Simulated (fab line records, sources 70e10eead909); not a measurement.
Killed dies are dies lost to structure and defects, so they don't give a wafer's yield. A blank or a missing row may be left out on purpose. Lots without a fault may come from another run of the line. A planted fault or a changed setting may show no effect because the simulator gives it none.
Chamber matching | flow nand_harc | NHARC_A_STAIRCASE_DEP_325 on pecvd-04: 3 sister chambers
The step deposits SiO2, target thk 3800 nm. 6 wafers are shown with their chamber, then 11 later ones without.

WAFERS WITH THEIR CHAMBER
wafer  | chamber | heater_power_w (W)
L081.1 | 1       | 859
L081.4 | 0       | 672
L085.1 | 1       | 860
L085.2 | 2       | 636
L085.3 | 0       | 761
L088.1 | 2       | 610

WAFERS WITHOUT THEIR CHAMBER
wafer  | heater_power_w (W)
L088.3 | 915
L088.5 | 688
L091.2 | 880
L091.3 | 781
L091.5 | 504
L093.2 | 915
L093.4 | 484
L093.5 | 722
L095.1 | 812
L095.3 | 819
L095.5 | 702

WHICH CHAMBER EACH WENT THROUGH
wafer  | from the rows above     | in truth
L088.3 | 1                       | 1
L088.5 | can't be placed: 0 or 2 | 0
L091.2 | 1                       | 1
L091.3 | can't be placed: 0 or 1 | 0
L091.5 | 2                       | 2
L093.2 | 1                       | 1
L093.4 | 2                       | 2
L093.5 | 0                       | 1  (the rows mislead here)
L095.1 | can't be placed: 1 or 0 | 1
L095.3 | can't be placed: 1 or 0 | 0
L095.5 | can't be placed: 0 or 2 | 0
Placed correctly: 5 of 11. Can't be placed from these rows: 5 (the true chamber is among the candidates in 5). Placed wrongly: 1.
How it was worked out, from the rows above alone: a wafer's distance from a chamber is the root of the sum, over the readings, of the square of ((its reading less the chamber's mean) divided by the reading's scatter). The wafer belongs to the nearest chamber; if the next one is less than 2 further off, it can't be placed. A chamber's mean is the mean of its shown wafers. The scatter: the root of (the sum of the squares of (reading less its chamber's mean) over the shown wafers, divided by (wafers less chambers)).
